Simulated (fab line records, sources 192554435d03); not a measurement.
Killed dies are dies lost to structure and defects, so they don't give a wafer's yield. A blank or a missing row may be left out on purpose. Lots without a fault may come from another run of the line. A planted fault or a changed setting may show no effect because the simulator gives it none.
Split-lot experiment | flow n5_finfet | 7 lots, 21 wafers read, on a route of 1938 steps

THE SPLIT
At N5_ZERO_LAYER_EXPOSE_08 (exposes mask ZERO, defocus 0 nm, target cd 2000 nm), the setting dose_mj was moved away from the recipe's 16.2 on 9 of the 21 wafers read, by -7.0% to +5.2%. The other wafers ran this setting at the recipe's value.

FROM THE SPLIT TO THE READING: what the file shows between them, 3 steps
- N5_ZERO_LAYER_PEB_09
- N5_ZERO_LAYER_DEVELOP_10: develop time 60 s
- N5_ZERO_LAYER_HARDBAKE_23: time 120 s

THE READING
cd_nm, in nm, at N5_ZERO_LAYER_CD_MEAS_11 (target cd 2000 nm). Fault-free wafers of this fab line usually give 2000 nm, standard deviation 3.1 nm.

wafer  | tool, chamber at the split | dose_mj as run | against the recipe | cd_nm, nm | against lot-mates on the recipe
L077.1 | krf_scanner-01, 0          | 17.04          | +5.2%              | 2011      | +10
L077.3 | krf_scanner-01, 0          | 16.2           | recipe             | 2003      | -
L077.5 | krf_scanner-01, 0          | 16.2           | recipe             | 2000      | -
L079.1 | krf_scanner-01, 0          | 16.2           | recipe             | 2000      | -
L079.2 | krf_scanner-01, 0          | 16.2           | recipe             | 1998      | -
L079.4 | krf_scanner-01, 0          | 15.07          | -7.0%              | 1986      | -13
L083.4 | krf_scanner-02, 0          | 16.2           | recipe             | 2002      | -
L083.5 | krf_scanner-02, 0          | 16.97          | +4.8%              | 2009      | +7
L083.6 | krf_scanner-02, 0          | 16.97          | +4.8%              | 2005      | +3
L084.2 | krf_scanner-02, 0          | 16.2           | recipe             | 2003      | -
L084.3 | krf_scanner-02, 0          | 15.1           | -6.8%              | 1986      | -14
L084.5 | krf_scanner-02, 0          | 16.2           | recipe             | 1998      | -
L086.2 | krf_scanner-02, 0          | 15.27          | -5.7%              | 1983      | -15
L086.4 | krf_scanner-02, 0          | 15.27          | -5.7%              | 1986      | -12
L086.5 | krf_scanner-02, 0          | 16.2           | recipe             | 1998      | -
L087.1 | krf_scanner-02, 0          | 15.87          | -2.0%              | 1994      | -7
L087.3 | krf_scanner-02, 0          | 15.87          | -2.0%              | 1995      | -6
L087.6 | krf_scanner-02, 0          | 16.2           | recipe             | 2001      | -
L094.1 | krf_scanner-01, 0          | 16.2           | recipe             | 2005      | -
L094.2 | krf_scanner-01, 0          | 16.2           | recipe             | 2003      | -
L094.6 | krf_scanner-01, 0          | 16.2           | recipe             | 2002      | -

THE FIT
A straight line over all 21 wafers: cd_nm changes by +2.14 nm for each +1% of dose_mj; r = +0.94; the points scatter about the line by 2.6 nm.
The same after taking each lot's own level away (the mean of its wafers on the recipe; 21 wafers): +1.88 nm for each +1%; r = +0.95; scatter 2 nm.
On that fit, the largest move of dose_mj shifts the reading by 13 nm.
The lots' own levels span 1998.0 to 2003.3 nm, that is 1.7 times the standard deviation above.
So the lot-to-lot level changes the slope: the two fits differ.
Check: with one of the wafers moved furthest among these (-7.0%) left out of the fit, the line predicts -14.4 nm for it against its lot-mates. It came out at -13 nm against them.

THE WHOLE CHAIN: every reading that the file lists as answering this split, in the file's order
step                     | what it does             | reading                                                           | change (the file's fit)              | r (the file's)
N5_ZERO_LAYER_CD_MEAS_11 | target cd 2000 nm        | cd_nm                                                             | +2 nm for each +1% of the setting    | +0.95
N5_ZERO_LAYER_DESCUM_16  | chemistry O2, time 7.9 s | ZERO_LAYER.cd_nm (the simulator's own value, which no gauge read) | +2.01 nm for each +1% of the setting | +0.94

THE FILE'S OWN FIT
cd_nm changes by +2 nm for each +1% of dose_mj, r = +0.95.
